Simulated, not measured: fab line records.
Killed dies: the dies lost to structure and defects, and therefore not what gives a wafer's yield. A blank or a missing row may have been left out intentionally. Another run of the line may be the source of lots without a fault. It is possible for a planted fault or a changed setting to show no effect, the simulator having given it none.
fab line records -- flow n5-finfet -- part 2 of 2: steps 4 to 6 of 6
record: lots: 23, wafers: 69, last-day: 18
route steps=1938 shown BEOL_M4@1037
lots untouched by any fault: they come from a run of this same line in which no faults occurred
start-h: hours from the record's first day to the start of the lot's first wafer shown -- wait-h: how many hours have passed since the lot's step before this one -- " the same as in the row above -- L1.1+2: one row covering several wafers at once -- - no value present, or no start provided -- * or withheld: withheld -- < > ~ a bound
route shown NAME@n: a module of which the file shows steps, and the number in the route of the first -- usual: the fault-free wafers' mean and standard deviation -- same: alike in all rows -- chamber/n: place in a boat -- sites: each site's reading -- _std_site: the values' standard deviation -- _edge_site: the outer-site mean with the inner-site mean subtracted -- radius-mm: how far each site lies from the wafer's centre -- mask NAME#n: copy n -- behind: the last tool/chamber to shape the wafer -- hold: reason for holding the lot/hours on hold/outcome of the hold -- device: the transistor (n, p or np) that didn't switch -- end of line: the tests these same wafers got at the end of their route -- where a step has no rows: the recipe by itself -- killed: count of dies lost to structure and defects at first sort (not the wafer's yield) -- map: per-die view of a wafer (x killed, . not killed, _ where there is no die)
set.NAME: setting as actually run; set.NAME@STEP: the setting as run at that earlier step -- model.NAME: the simulator's own value behind a step, which no gauge read
one table for each step of the route and one row for each wafer, over a sample of lots
services: the hour from which a tool's chamber was out of use, counted from the record's first day as start-h (under 0 if before that day), plus the number of hours and why
== steps ==
step: N5_BEOL_M4_ETCH_77
recipe: chemistry: N2/H2, target: underlayer, target-depth-a: 65, mask-material: CAR-EUV, time-s: 5.2, ion-energy-ev: 200, pressure-mtorr: 30, source-w: 840, bias-w: 150, n2-flow-sccm: 200, h2-flow-sccm: 200, ends: cleared
usual: drypump-motor-current-A: 5.8/0.47, etch-rf-on-time-s: 5.20/0.084, oes-product-au: 0.67/0.079, rf-vpp-V: 525.1/2.9, showerhead-plenum-p-Torr: 2.59/0.095, throttle-valve-pct: 17.87/0.25
lot.wafer,tool,chamber,start-h,wait-h,drypump-motor-current-A,etch-rf-on-time-s,oes-product-au,rf-hours-counter-h,rf-vpp-V,showerhead-plenum-p-Torr,throttle-valve-pct
L074.3,rie-diel-05,1,159.58,0.0,5.2,5.20,0.71,71,521.4,2.58,18.13
L074.4,rie-diel-05,3,159.58,0.0,4.9,5.32,0.60,190,527.5,2.64,17.97
L074.5,rie-diel-05,3,159.58,0.0,4.8,5.23,0.61,-,524.7,2.64,17.95
L075.1,rie-diel-02,3,161.23,0.0,5.8,5.35,0.58,227,521.8,2.51,17.95
L075.3,rie-diel-02,2,161.23,0.0,5.9,5.23,0.64,185,526.0,2.64,17.82
L075.6,rie-diel-02,3,161.23,0.0,5.8,5.31,0.58,-,523.6,2.51,17.96
L076.1,rie-diel-06,3,175.64,0.0,5.7,5.04,0.76,34,527.6,2.70,17.69
L076.3,rie-diel-06,0,175.64,0.0,5.9,5.22,0.59,232,521.1,2.51,18.32
L076.4,rie-diel-06,0,175.64,0.0,5.9,5.23,0.58,-,523.4,2.51,18.32
L079.1,rie-diel-06,2,184.32,0.0,5.1,5.27,0.62,186,518.2,2.42,18.22
L079.4,rie-diel-06,3,184.32,0.0,5.7,5.08,0.75,38,526.7,2.70,17.72
L079.6,rie-diel-06,0,184.32,0.0,5.9,5.22,0.58,-,523.3,2.51,18.32
L077.1,rie-diel-05,3,184.44,0.0,4.8,5.33,0.60,198,526.2,2.64,17.97
L077.3,rie-diel-05,2,184.44,0.0,5.5,5.24,0.77,13,529.7,2.72,17.63
L077.6,rie-diel-05,2,184.44,0.0,5.5,5.26,0.76,-,529.2,2.72,17.61
L078.1,rie-diel-06,3,190.70,0.0,5.7,5.07,0.76,40,528.3,2.70,17.73
L078.4,rie-diel-06,0,190.70,0.0,5.8,5.29,0.59,238,523.1,2.51,18.32
L078.5,rie-diel-06,2,190.70,0.0,5.1,5.29,0.61,-,521.4,2.42,18.24
L080.1,rie-diel-02,3,195.79,0.0,5.8,5.39,0.56,241,523.8,2.51,17.94
L080.3,rie-diel-02,1,195.79,0.0,6.6,5.27,0.68,85,525.9,2.68,17.62
L080.5,rie-diel-02,2,195.79,0.0,5.9,5.29,0.61,-,529.6,2.63,17.86
L081.1,rie-diel-02,3,203.19,0.0,5.8,5.33,0.57,243,523.0,2.51,17.95
L081.2,rie-diel-02,0,203.19,0.0,6.4,5.10,0.63,183,521.9,2.53,17.65
L081.5,rie-diel-02,2,203.19,0.0,5.9,5.24,0.62,-,529.2,2.63,17.87
L082.1,rie-diel-02,0,213.51,0.0,6.4,5.10,0.63,186,523.5,2.53,17.64
L082.5,rie-diel-02,0,213.51,0.0,6.4,5.10,0.64,-,524.5,2.53,17.64
L082.6,rie-diel-02,1,213.51,0.0,6.6,5.12,0.69,-,526.1,2.68,17.62
L083.4,rie-diel-05,0,227.67,0.0,5.9,5.09,0.75,42,521.1,2.47,17.52
L083.5,rie-diel-05,3,227.67,0.0,4.8,5.26,0.59,-,525.4,2.63,18.01
L083.6,rie-diel-05,0,227.67,0.0,5.9,5.09,0.76,-,524.2,2.47,17.53
L084.2,rie-diel-02,1,232.61,0.0,6.6,5.23,0.67,99,528.5,2.68,17.62
L084.4,rie-diel-02,0,232.61,0.0,6.4,5.17,0.62,-,523.1,2.52,17.63
L084.5,rie-diel-02,2,232.61,0.0,5.9,5.27,0.61,-,525.9,2.62,17.88
L085.2,rie-diel-02,2,238.17,0.0,5.9,5.29,0.60,216,525.8,2.62,17.90
L085.4,rie-diel-02,1,238.17,0.0,6.6,5.08,0.68,102,527.0,2.67,17.66
L085.6,rie-diel-02,2,238.17,0.0,5.9,5.26,0.62,-,528.6,2.62,17.89
L086.1,rie-diel-06,3,238.18,0.0,5.7,5.08,0.73,59,525.3,2.69,17.75
L086.2,rie-diel-06,1,238.18,0.0,5.9,5.12,0.79,22,529.8,2.71,18.19
L086.3,rie-diel-06,2,238.18,0.0,5.1,5.27,0.60,208,518.7,2.42,18.25
L088.1,rie-diel-06,1,245.82,0.0,5.9,5.10,0.79,24,529.6,2.71,18.19
L088.4,rie-diel-06,2,245.82,0.0,5.1,5.23,0.59,210,519.3,2.41,18.27
L088.6,rie-diel-06,2,245.82,0.0,5.1,5.27,0.60,-,519.0,2.41,18.25
L090.3,rie-diel-06,2,256.72,0.0,5.1,5.25,0.60,216,520.9,2.41,18.27
L090.4,rie-diel-06,1,256.72,0.0,5.9,5.14,0.78,-,530.2,2.71,18.18
L090.5,rie-diel-06,3,256.72,0.0,5.8,5.09,0.72,-,526.8,2.69,17.78
L089.2,rie-diel-06,3,257.06,0.0,5.8,5.11,0.71,67,527.3,2.68,17.75
L089.3,rie-diel-06,2,257.06,0.0,5.1,5.26,0.60,216,520.1,2.41,18.25
L089.5,rie-diel-06,2,257.06,0.0,5.1,5.24,0.59,-,519.5,2.41,18.27
L091.2,rie-diel-06,1,270.76,0.0,5.9,5.05,0.78,37,529.6,2.71,18.22
L091.4,rie-diel-06,2,270.76,0.0,5.1,5.26,0.58,223,519.9,2.41,18.28
L091.6,rie-diel-06,0,270.76,0.0,5.8,5.24,0.84,-,523.9,2.50,17.91
L092.2,rie-diel-02,2,271.83,0.0,5.9,5.21,0.60,226,526.8,2.62,17.90
L092.3,rie-diel-02,3,271.83,0.0,5.8,5.27,0.80,12,522.0,2.50,17.56
L092.5,rie-diel-02,1,271.83,0.0,6.6,5.18,0.67,-,527.1,2.67,17.68
L094.1,rie-diel-02,2,280.21,0.0,5.9,5.25,0.60,229,526.5,2.62,17.91
L094.3,rie-diel-02,3,280.21,0.0,5.8,5.29,0.78,15,523.1,2.50,17.58
L094.4,rie-diel-02,1,280.21,0.0,6.6,5.12,0.67,115,526.4,2.67,17.65
L093.1,rie-diel-05,3,280.79,0.0,4.8,5.23,0.58,233,524.1,2.62,18.02
L093.4,rie-diel-05,1,280.79,0.0,5.2,5.19,0.66,111,526.8,2.57,18.20
L093.6,rie-diel-05,2,280.79,0.0,5.5,5.23,0.71,-,529.0,2.70,17.67
L095.2,rie-diel-05,1,295.20,0.0,5.2,5.19,0.67,116,523.4,2.57,18.21
L095.3,rie-diel-05,2,295.20,0.0,5.5,5.31,0.70,52,526.3,2.70,17.69
L095.4,rie-diel-05,0,295.20,0.0,5.9,5.13,0.73,66,522.3,2.46,17.56
L096.3,rie-diel-02,3,297.68,0.0,5.8,5.20,0.78,20,523.3,2.49,17.60
L096.4,rie-diel-02,0,297.68,0.0,6.4,5.08,0.62,216,523.2,2.51,17.69
L096.5,rie-diel-02,3,297.68,0.0,5.8,5.18,0.78,-,520.4,2.49,17.57
L097.2,rie-diel-02,0,306.32,0.0,6.4,5.14,0.61,220,521.6,2.51,17.70
L097.3,rie-diel-02,3,306.32,0.0,5.8,5.24,0.78,24,524.2,2.49,17.59
L097.4,rie-diel-02,1,306.32,0.0,6.6,5.12,0.66,124,526.2,2.67,17.70
step: N5_BEOL_M4_ALD_98
recipe: material: SiO2, target-thk-a: 25, temp-c: 100, ald-precursor-family: BDEAS, ald-co-reactant: O2-plasma, pulse-time-s: 1, co-reactant-pulse-time-s: 1, purge-time-s: 2, co-reactant-purge-time-s: 2, ald-cycles: 17, pressure-torr: 2
usual: heater-power-w: 77/7.1, precursor-pulse-height-rel: 0.999/0.018
same: co-reactant-pulse-time-s: 1
lot.wafer,tool,chamber,start-h,wait-h,heater-power-w,precursor-pulse-height-rel
L074.3,ald-sin-02,2,159.68,0.1,73,0.976
L074.4,ald-sin-02,0,159.68,0.1,77,0.994
L074.5,ald-sin-02,1,159.68,0.1,67,0.993
L075.1,ald-sin-01,2,161.33,0.1,79,0.988
L075.3,ald-sin-01,0,161.33,0.1,77,0.997
L075.6,ald-sin-01,3,161.33,0.1,85,0.993
L076.1,ald-sin-01,0,175.75,0.1,79,0.976
L076.3,ald-sin-01,2,175.75,0.1,78,1.009
L076.4,ald-sin-01,3,175.75,0.1,87,1.009
L079.1,ald-sin-02,1,184.42,0.1,69,0.987
L079.4,ald-sin-02,2,184.42,0.1,73,1.047
L079.6,ald-sin-02,2,184.42,0.1,73,1.031
L077.1,ald-sin-02,3,184.54,0.1,81,0.990
L077.3,ald-sin-02,1,184.54,0.1,68,0.964
L077.6,ald-sin-02,2,184.54,0.1,74,0.975
L078.1,ald-sin-01,1,190.80,0.1,67,1.006
L078.4,ald-sin-01,2,190.80,0.1,79,0.985
L078.5,ald-sin-01,0,190.80,0.1,80,1.027
L080.1,ald-sin-02,1,195.89,0.1,67,0.982
L080.3,ald-sin-02,2,195.89,0.1,74,1.014
L080.5,ald-sin-02,1,195.89,0.1,67,1.033
L081.1,ald-sin-02,0,203.29,0.1,77,0.994
L081.2,ald-sin-02,1,203.29,0.1,68,1.024
L081.5,ald-sin-02,3,203.29,0.1,81,0.986
L082.1,ald-sin-03,2,213.61,0.1,76,1.028
L082.5,ald-sin-03,3,213.61,0.1,92,0.980
L082.6,ald-sin-03,0,213.61,0.1,75,0.989
L083.4,ald-sin-03,1,227.80,0.1,81,1.008
L083.5,ald-sin-03,3,227.80,0.1,89,1.011
L083.6,ald-sin-03,0,227.80,0.1,77,1.000
L084.2,ald-sin-02,0,232.71,0.1,78,1.014
L084.4,ald-sin-02,3,232.71,0.1,82,1.001
L084.5,ald-sin-02,1,232.71,0.1,67,1.004
L085.2,ald-sin-02,1,238.27,0.1,68,0.982
L085.4,ald-sin-02,0,238.27,0.1,81,0.972
L085.6,ald-sin-02,2,238.27,0.1,73,0.973
L086.1,ald-sin-01,1,238.28,0.1,66,0.994
L086.2,ald-sin-01,3,238.28,0.1,83,0.995
L086.3,ald-sin-01,2,238.28,0.1,79,0.999
L088.1,ald-sin-03,1,246.79,0.9,79,0.994
L088.4,ald-sin-03,3,246.79,0.9,91,1.007
L088.6,ald-sin-03,3,246.79,0.9,92,0.987
L090.3,ald-sin-03,2,256.97,0.2,77,0.975
L090.4,ald-sin-03,1,256.97,0.2,78,0.998
L090.5,ald-sin-03,0,256.97,0.2,74,1.011
L089.2,ald-sin-03,0,257.16,0.1,75,1.008
L089.3,ald-sin-03,1,257.16,0.1,79,0.969
L089.5,ald-sin-03,0,257.16,0.1,75,1.012
L091.2,ald-sin-01,3,270.86,0.1,85,0.986
L091.4,ald-sin-01,0,270.86,0.1,79,1.039
L091.6,ald-sin-01,1,270.86,0.1,65,0.996
L092.2,ald-sin-01,3,272.01,0.1,86,0.981
L092.3,ald-sin-01,0,272.01,0.1,78,1.013
L092.5,ald-sin-01,3,272.01,0.1,83,0.991
L094.1,ald-sin-02,1,281.42,1.2,70,1.000
L094.3,ald-sin-02,2,281.42,1.2,74,0.981
L094.4,ald-sin-02,3,281.42,1.2,83,1.014
L093.1,ald-sin-02,2,281.51,0.7,74,0.991
L093.4,ald-sin-02,0,281.51,0.7,80,0.998
L093.6,ald-sin-02,3,281.51,0.7,85,1.016
L095.2,ald-sin-02,1,295.38,0.1,68,0.998
L095.3,ald-sin-02,2,295.38,0.1,73,0.979
L095.4,ald-sin-02,0,295.38,0.1,79,1.000
L096.3,ald-sin-03,3,298.36,0.6,88,1.008
L096.4,ald-sin-03,1,298.36,0.6,76,0.986
L096.5,ald-sin-03,1,298.36,0.6,76,0.995
L097.2,ald-sin-02,2,306.42,0.1,74,1.003
L097.3,ald-sin-02,3,306.42,0.1,84,1.006
L097.4,ald-sin-02,1,306.42,0.1,66,0.981
step: N5_BEOL_M4_ANNEAL_51
recipe: temp-c: 225, time-s: 90, ambient: N2
usual: wafer_temp_C_max: 226.28/0.27
lot.wafer,tool,chamber,start-h,wait-h,wafer_temp_C_max
L074.3,rtp-anneal-02,0,168.81,0.1,226.07
L074.4,rtp-anneal-02,0,168.81,0.1,226.27
L074.5,rtp-anneal-02,0,168.81,0.1,226.19
L075.1,rtp-anneal-01,0,172.05,0.1,226.18
L075.3,rtp-anneal-01,0,172.05,0.1,226.13
L075.6,rtp-anneal-01,0,172.05,0.1,226.73
L076.1,rtp-anneal-02,0,182.03,0.1,226.17
L076.3,rtp-anneal-02,0,182.03,0.1,226.66
L076.4,rtp-anneal-02,0,182.03,0.1,226.15
L079.1,rtp-anneal-02,0,190.97,0.1,226.22
L079.4,rtp-anneal-02,0,190.97,0.1,226.09
L079.6,rtp-anneal-02,0,190.97,0.1,226.03
L077.1,rtp-anneal-01,0,193.41,0.1,226.48
L077.3,rtp-anneal-01,0,193.41,0.1,226.27
L077.6,rtp-anneal-01,0,193.41,0.1,226.11
L078.1,rtp-anneal-01,0,197.79,0.1,226.13
L078.4,rtp-anneal-01,0,197.79,0.1,225.95
L078.5,rtp-anneal-01,0,197.79,0.1,226.77
L080.1,rtp-anneal-01,0,201.16,0.2,226.10
L080.3,rtp-anneal-01,0,201.16,0.2,225.74
L080.5,rtp-anneal-01,0,201.16,0.2,225.75
L081.1,rtp-anneal-02,0,215.85,0.1,226.25
L081.2,rtp-anneal-02,0,215.85,0.1,226.21
L081.5,rtp-anneal-02,0,215.85,0.1,225.98
L082.1,rtp-anneal-02,0,223.26,0.1,226.18
L082.5,rtp-anneal-02,0,223.26,0.1,226.11
L082.6,rtp-anneal-02,0,223.26,0.1,226.69
L083.4,rtp-anneal-02,0,233.22,0.2,227.26
L083.5,rtp-anneal-02,0,233.22,0.2,226.94
L083.6,rtp-anneal-02,0,233.22,0.2,226.50
L084.2,rtp-anneal-02,0,242.96,0.1,225.77
L084.4,rtp-anneal-02,0,242.96,0.1,226.36
L084.5,rtp-anneal-02,0,242.96,0.1,225.98
L086.1,rtp-anneal-02,0,244.29,0.1,226.61
L086.2,rtp-anneal-02,0,244.29,0.1,226.33
L086.3,rtp-anneal-02,0,244.29,0.1,226.06
L085.2,rtp-anneal-02,0,247.52,0.1,226.20
L085.4,rtp-anneal-02,0,247.52,0.1,226.10
L085.6,rtp-anneal-02,0,247.52,0.1,226.10
L088.1,rtp-anneal-01,0,251.15,0.1,226.40
L088.4,rtp-anneal-01,0,251.15,0.1,225.92
L088.6,rtp-anneal-01,0,251.15,0.1,226.23
L090.3,rtp-anneal-01,0,268.37,0.8,226.18
L090.4,rtp-anneal-01,0,268.37,0.8,226.01
L090.5,rtp-anneal-01,0,268.37,0.8,225.98
L089.2,rtp-anneal-01,0,273.47,0.1,225.74
L089.3,rtp-anneal-01,0,273.47,0.1,226.29
L089.5,rtp-anneal-01,0,273.47,0.1,226.14
L091.2,rtp-anneal-02,0,274.46,0.1,226.54
L091.4,rtp-anneal-02,0,274.46,0.1,225.81
L091.6,rtp-anneal-02,0,274.46,0.1,226.24
L092.2,rtp-anneal-02,0,278.31,0.1,226.24
L092.3,rtp-anneal-02,0,278.31,0.1,226.02
L092.5,rtp-anneal-02,0,278.31,0.1,226.12
L094.1,rtp-anneal-01,0,285.57,0.1,226.14
L094.3,rtp-anneal-01,0,285.57,0.1,226.26
L094.4,rtp-anneal-01,0,285.57,0.1,226.78
L093.1,rtp-anneal-01,0,286.04,0.1,226.40
L093.4,rtp-anneal-01,0,286.04,0.1,226.85
L093.6,rtp-anneal-01,0,286.04,0.1,226.23
L095.2,rtp-anneal-01,0,303.37,0.1,226.42
L095.3,rtp-anneal-01,0,303.37,0.1,226.31
L095.4,rtp-anneal-01,0,303.37,0.1,226.40
L096.3,rtp-anneal-01,0,304.71,0.1,226.47
L096.4,rtp-anneal-01,0,304.71,0.1,226.26
L096.5,rtp-anneal-01,0,304.71,0.1,226.17
L097.2,rtp-anneal-02,0,310.63,0.1,226.09
L097.3,rtp-anneal-02,0,310.63,0.1,226.04
L097.4,rtp-anneal-02,0,310.63,0.1,226.95
== services ==
tool,chamber,start-h,hours,kind
ald-sin-03,2,160.90,16.3,repair
rie-diel-06,1,170.03,-,clean
rie-diel-06,1,170.03,-,consumable-replace:focus-ring
rie-diel-06,1,170.03,-,consumable-replace:showerhead
rie-diel-06,1,170.03,12.2,scheduled-down
rie-diel-06,1,170.03,12.2,vent-cycle
rie-diel-06,0,200.31,15.8,repair
ald-sin-01,2,205.76,7.3,repair
rie-diel-02,3,221.54,-,clean
rie-diel-02,3,221.54,-,consumable-replace:focus-ring
ald-sin-03,-,228.99,2.8,repair
ald-sin-02,2,230.72,4.4,repair
rtp-anneal-01,-,240.37,4.2,pm
ald-sin-02,1,244.09,8.5,repair
rie-diel-06,0,247.37,-,clean
rie-diel-06,0,247.37,-,consumable-replace:focus-ring
rie-diel-06,0,247.37,23.0,scheduled-down
rie-diel-06,0,247.37,23.0,vent-cycle
ald-sin-02,-,255.40,2.2,repair
ald-sin-01,2,261.06,114.9,repair
ald-sin-03,-,269.27,14.0,pm
ald-sin-03,-,284.73,1.1,repair
rie-diel-05,0,304.59,5.7,repair
rie-diel-06,3,310.47,18.0,repair
